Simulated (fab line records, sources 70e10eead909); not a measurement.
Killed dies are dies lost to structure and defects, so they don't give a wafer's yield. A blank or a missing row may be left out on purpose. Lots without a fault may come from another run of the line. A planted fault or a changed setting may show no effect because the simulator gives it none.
Chamber matching | flow nand_harc | NHARC_A_STAIRCASE_ALD_415 on ald_hk-04: 4 sister chambers
The step deposits SiO2, target thk 30 nm, pulse time 6 s, ald cycles 300. 4 wafers are shown with their chamber, then 7 later ones without.

WAFERS WITH THEIR CHAMBER
wafer  | chamber | heater_power_w (W)
L382.5 | 1       | 435
L385.4 | 3       | 471
L388.2 | 0       | 488
L388.3 | 2       | 415

WAFERS WITHOUT THEIR CHAMBER
wafer  | heater_power_w (W)
L388.5 | 486
L391.2 | 398
L391.3 | 438
L391.6 | 403
L394.3 | 475
L394.5 | 443
L394.6 | 474

WHICH CHAMBER EACH WENT THROUGH
wafer  | from the rows above     | in truth
L388.5 | can't be placed: 0 or 3 | 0
L391.2 | 2                       | 2
L391.3 | 1                       | 1
L391.6 | 2                       | 2
L394.3 | can't be placed: 3 or 0 | 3
L394.5 | 1                       | 1
L394.6 | can't be placed: 3 or 0 | 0
Placed correctly: 4 of 7. Can't be placed from these rows: 3 (the true chamber is among the candidates in 3). Placed wrongly: 0.
How it was worked out, from the rows above alone: a wafer's distance from a chamber is the root of the sum, over the readings, of the square of ((its reading less the chamber's mean) divided by the reading's scatter). The wafer belongs to the nearest chamber; if the next one is less than 2 further off, it can't be placed. A chamber's mean is the mean of its shown wafers. The scatter: with one shown wafer a chamber, the root of the mean of the squares of how far each hidden wafer lies from its nearest shown one.
